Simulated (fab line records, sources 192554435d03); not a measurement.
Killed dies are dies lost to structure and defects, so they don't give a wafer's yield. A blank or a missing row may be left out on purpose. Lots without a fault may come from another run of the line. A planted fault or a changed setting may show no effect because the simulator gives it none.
Split-lot experiment | flow n5_finfet | 7 lots, 21 wafers read, on a route of 1938 steps

THE SPLIT
At N5_BEOL_M11_ETCH_41 (etches SiCN in CH3F/O2, target depth 42.6 nm, time 86 s), the setting time_s was moved away from the recipe's 86 s on 5 of the 21 wafers read, by -22.0% to -10.0%. The other wafers ran this setting at the recipe's value.

The reading is taken at the split's own step.

THE READING
etch.depth_nm (the simulator's own value, which no gauge read), in nm, at N5_BEOL_M11_ETCH_41 (etches SiCN in CH3F/O2, target depth 42.6 nm, time 86 s). The file gives no usual value for it. The 16 wafers here that ran the recipe average 32.70 nm, standard deviation 0.72 nm.

wafer  | tool, chamber at the split | time_s as run, s | against the recipe | etch.depth_nm, nm | against lot-mates on the recipe
L076.1 | rie_diel-06, 2             | 86               | recipe             | 33.39             | -
L076.2 | rie_diel-06, 1             | 86               | recipe             | 32.82             | -
L076.6 | rie_diel-06, 2             | 77.42            | -10.0%             | 29.99             | -3.12
L081.2 | rie_diel-04, 3             | 67.07            | -22.0%             | 25.1              | -6.93
L081.5 | rie_diel-04, 3             | 67.07            | -22.0%             | 25.17             | -6.86
L081.6 | rie_diel-04, 2             | 86               | recipe             | 32.03             | -
L086.3 | rie_diel-01, 1             | 86               | recipe             | 32.58             | -
L086.4 | rie_diel-01, 2             | 86               | recipe             | 31.71             | -
L086.5 | rie_diel-01, 3             | 86               | recipe             | 33.44             | -
L089.2 | rie_diel-04, 2             | 86               | recipe             | 31.9              | -
L089.3 | rie_diel-04, 1             | 86               | recipe             | 34.03             | -
L089.4 | rie_diel-04, 0             | 86               | recipe             | 31.89             | -
L091.3 | rie_diel-06, 0             | 86               | recipe             | 32.54             | -
L091.4 | rie_diel-06, 2             | 86               | recipe             | 33.5              | -
L091.5 | rie_diel-06, 2             | 86               | recipe             | 33.32             | -
L095.2 | rie_diel-04, 0             | 68.7             | -20.1%             | 25.39             | -6.27
L095.4 | rie_diel-04, 2             | 68.7             | -20.1%             | 25.17             | -6.49
L095.6 | rie_diel-04, 2             | 86               | recipe             | 31.66             | -
L097.1 | rie_diel-01, 0             | 86               | recipe             | 32.27             | -
L097.3 | rie_diel-01, 3             | 86               | recipe             | 33.3              | -
L097.6 | rie_diel-01, 1             | 86               | recipe             | 32.85             | -

THE FIT
A straight line over all 21 wafers: etch.depth_nm changes by +0.352 nm for each +1% of time_s; r = +0.98; the points scatter about the line by 0.7 nm.
The same after taking each lot's own level away (the mean of its wafers on the recipe; 21 wafers): +0.315 nm for each +1%; r = +0.98; scatter 0.55 nm.
On that fit, the largest move of time_s shifts the reading by 6.9 nm.
The lots' own levels span 31.660 to 33.120 nm, that is 2.0 times the standard deviation above.
So the lot-to-lot level changes the slope: the two fits differ.
Check: with one of the wafers moved furthest among these (-22.0%) left out of the fit, the line predicts -6.93 nm for it against its lot-mates. It came out at -6.93 nm against them.

OTHER SPLITS ON THESE WAFERS
These wafers also went through other splits before the reading. Each is held against what the fit with the lots' levels taken away leaves over:
other split on the same wafers | wafers away from the commonest value | r with etch.depth_nm (lot level and that fit taken away)
N5_BEOL_M10_ILD_DEP_00 time_s  | 9                                    | +0.14
N5_BEOL_M10_PECVD_70 time_s    | 8                                    | -0.12

THE FILE'S OWN FIT
etch.depth_nm changes by +0.315 nm for each +1% of time_s, r = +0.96.
